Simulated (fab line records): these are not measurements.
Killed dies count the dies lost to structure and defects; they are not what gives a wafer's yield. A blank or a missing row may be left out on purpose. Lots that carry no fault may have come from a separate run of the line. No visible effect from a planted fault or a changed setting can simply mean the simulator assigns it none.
Struck lot and sound lot, side by side || flow nandHarc || 21 out of 1302 route steps
Sound: wafers L935.1, L935.3, L935.6. Wafers L934.1, L934.2, L934.4 were the ones struck. The cause is given at the end.
For every step that has rows: the tool of each side, followed by ch and its chambers, followed by its first start. Under that, the readings that differ: sound wafers || struck wafers || difference of the means || sigmas: that difference in standard deviations of wafers without a fault.
alike: readings whose means differ by less than 2 such deviations, and words and numbers that are the same on both sides. not compared: withheld readings, readings that some wafer has no value for, bounds like >300 that may hide the same value, and numbers for which the record gives no deviation and whose values overlap.
The two part at a step that has a row with sigmas, a row that says differs or no value, or rows on one side only. When numbers do not overlap yet have no deviation, they are printed without sigmas and do not part them. A reading missing from all wafers of one side parts the sides only when that side holds two or more wafers.

first, 5 steps without rows for these wafers: NHARC_P_GATE_STRIP_15 (strips in SPM, time 780 s); NHARC_P_GATE_PRECLEAN_71 (cleans in SC1); NHARC_P_GATE_SRD_72; NHARC_P_GATE_OXIDE_16 (material SiO2, target thk 3 nm, ox time 392 s); NHARC_P_GATE_CVD_17 (deposits poly-Si, target thk 150 nm, time 900 s).
NHARC_P_GATE_HM_DEP_102: deposits aC, target thk 120 nm.
  sound on aclDep-02 ch 0, day 7 00:39; struck on aclDep-03 ch 0, day 6 20:37
  alike: throttleValvePct
NHARC_P_GATE_DEP_103: deposits SiON, target thk 30 nm.
  sound on pecvd-02 ch 0,2, day 7 01:19; struck on pecvd-04 ch 0,1, day 6 21:19
  alike: heaterPowerW
  not compared: sinceWetCleanH
then, 5 steps without rows for these wafers: NHARC_P_GATE_DEHYDRATE_18 (time 120 s); NHARC_P_GATE_HMDS_19 (time 30 s); NHARC_P_GATE_COAT_20 (resist thk 90 nm); NHARC_P_GATE_SOFTBAKE_21 (time 55 s); NHARC_P_GATE_EBR_22.
NHARC_P_GATE_EXPOSE_23: exposes mask P GATE, target cd 120 nm.
  sound on arfiScanner-03 ch 0, day 7 01:44; struck on arfiScanner-03 ch 0, day 6 21:49
{"reading": "mask", "sound": "P_GATE#0 P_GATE#0 P_GATE#0", "struck": "P_GATE_R1#0 P_GATE_R1#0 P_GATE_R1#0", "difference": "differs", "sigmas": ""}
  alike: reticleTempC
then, 2 steps without rows for these wafers: NHARC_P_GATE_PEB_24 (peb time 65 s); NHARC_P_GATE_DEVELOP_25 (develop time 35 s).
NHARC_P_GATE_CD_MEAS_26 targets a cd of 120 nm.
  sound on cdSem-03 ch 0, day 7 01:52; struck on cdSem-03 ch 0, day 6 21:58
  alike: cdNm
NHARC_P_GATE_OVL_MEAS_27:
  struck on overlay-01, day 6 22:03; sound on overlay-01, day 7 01:58
  alike: overlayXNm, overlayYNm
NHARC_P_GATE_INSPECT_28:
  struck on defectInspect-02, day 6 22:05; sound on defectInspect-01, day 7 02:00
  alike: rawDefectCount
NHARC_P_GATE_DESCUM_31: chemistry O2, time 3 s.
  sound on rieDiel-06 ch 0,2,3, day 7 02:04; struck on rieDiel-06 ch 1,2,3, day 6 22:09
{"reading": "model.P_GATE.cdNm (nm)", "sound": "118.7 118.9 118.9", "struck": "117.6 118.4 118.1", "difference": -0.8, "sigmas": ""}
  alike: drypumpMotorCurrentA, oesProductAu, rfVppV, showerheadPlenumPTorr, throttleValvePct
  not compared: rfHoursCounterH
NHARC_P_GATE_ETCH_104: etches the open film in CF4/CHF3, target depth 60 nm.
  sound on rieDiel-06 ch 0,3, day 7 02:09; struck on rieDiel-06 ch 0,2,3, day 6 22:14
{"reading": "model.P_GATE.cdNm (nm)", "sound": "118.7 118.9 118.7", "struck": "117.6 118.6 118.1", "difference": -0.7, "sigmas": ""}
  alike: drypumpMotorCurrentA, oesProductAu, rfVppV, showerheadPlenumPTorr, throttleValvePct
NHARC_P_GATE_HM_OPEN_105: chemistry O2/COS, target depth 360 nm.
  sound: rieDiel-06 ch 0,1,3; struck: rieDiel-06 ch 0,1,3
  alike: drypumpMotorCurrentA, oesProductAu, rfVppV, showerheadPlenumPTorr, throttleValvePct
  not compared: rfHoursCounterH

== WHERE THEY PART ==
NHARC_P_GATE_EXPOSE_23 only, going by this record. Later steps at which nothing parts them and some readings are alike: NHARC_P_GATE_CD_MEAS_26, NHARC_P_GATE_OVL_MEAS_27, NHARC_P_GATE_INSPECT_28, NHARC_P_GATE_DESCUM_31, NHARC_P_GATE_ETCH_104, NHARC_P_GATE_HM_OPEN_105.

WHY: whatever the simulator had introduced
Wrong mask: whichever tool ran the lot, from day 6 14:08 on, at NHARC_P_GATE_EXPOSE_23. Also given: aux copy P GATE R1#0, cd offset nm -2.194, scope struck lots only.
